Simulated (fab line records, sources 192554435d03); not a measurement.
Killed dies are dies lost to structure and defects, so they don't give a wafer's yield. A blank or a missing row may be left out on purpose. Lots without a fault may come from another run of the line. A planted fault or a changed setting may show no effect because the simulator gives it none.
Chamber matching | flow n5_finfet | N5_BEOL_M8_ETCH_61 on rie_diel-02: 4 sister chambers
The step etches SiARC in CF4, target depth 45.5 nm, time 75.8 s. 18 wafers are shown with their chamber, then 9 later ones without.

WAFERS WITH THEIR CHAMBER
wafer  | chamber | drypump_motor_current_A (A) | showerhead_plenum_p_Torr (Torr) | etch_rf_on_time_s (s)
L074.2 | 2       | 5.9                         | 2.20                            | 78.7
L074.3 | 1       | 6.1                         | 2.13                            | 75.8
L074.6 | 1       | 6.1                         | 2.13                            | 75.9
L075.1 | 3       | 5.5                         | 2.19                            | 77.2
L075.4 | 2       | 5.9                         | 2.20                            | 78.5
L075.6 | 0       | 6.3                         | 2.08                            | 75.2
L080.1 | 3       | 5.5                         | 2.18                            | 78.8
L080.4 | 1       | 6.0                         | 2.13                            | 77.3
L080.5 | 1       | 6.1                         | 2.13                            | 77.5
L082.1 | 3       | 5.5                         | 2.18                            | 77.7
L082.2 | 0       | 6.4                         | 2.07                            | 74.7
L082.5 | 2       | 5.9                         | 2.20                            | 79.0
L084.2 | 1       | 6.0                         | 2.12                            | 77.6
L084.3 | 3       | 5.5                         | 2.18                            | 79.6
L084.5 | 0       | 6.3                         | 2.07                            | 76.1
L087.2 | 3       | 5.5                         | 2.17                            | 77.2
L087.3 | 0       | 6.3                         | 2.06                            | 74.8
L087.5 | 1       | 6.1                         | 2.12                            | 73.7

SIGNATURES (means of the wafers above)
reading                  | chamber 0 | chamber 1 | chamber 2 | chamber 3 | scatter within a chamber
drypump_motor_current_A  | 6.325     | 6.067     | 5.900     | 5.500     | 0.0386
showerhead_plenum_p_Torr | 2.0700    | 2.1267    | 2.2000    | 2.1800    | 0.00617
etch_rf_on_time_s        | 75.200    | 76.300    | 78.733    | 78.100    | 1.11
Rule: a wafer's distance from a chamber is the root of the sum, over the readings, of the square of ((its reading less the chamber's mean) divided by the reading's scatter). The wafer belongs to the nearest chamber; if the next one is less than 2 further off, it can't be placed. The scatter: the root of (the sum of the squares of (reading less its chamber's mean) over the shown wafers, divided by (wafers less chambers)).

WAFERS WITHOUT THEIR CHAMBER
wafer  | drypump_motor_current_A (A) | showerhead_plenum_p_Torr (Torr) | etch_rf_on_time_s (s)
L092.1 | 6.0                         | 2.12                            | 73.8
L092.2 | 6.3                         | 2.06                            | 75.4
L092.4 | 5.5                         | 2.17                            | 77.8
L094.1 | 6.4                         | 2.06                            | 75.7
L094.3 | 6.1                         | 2.12                            | 74.3
L094.4 | 5.5                         | 2.17                            | 77.8
L093.1 | 5.5                         | 2.17                            | 78.9
L093.3 | 6.0                         | 2.12                            | 74.1
L093.5 | 6.4                         | 2.06                            | 75.3

WHICH CHAMBER EACH WENT THROUGH
wafer  | from the rows above | in truth
L092.1 | 1                   | 1
L092.2 | 0                   | 0
L092.4 | 3                   | 3
L094.1 | 0                   | 0
L094.3 | 1                   | 1
L094.4 | 3                   | 3
L093.1 | 3                   | 3
L093.3 | 1                   | 1
L093.5 | 0                   | 0
Placed correctly: 9 of 9. Can't be placed from these rows: 0. Placed wrongly: 0.
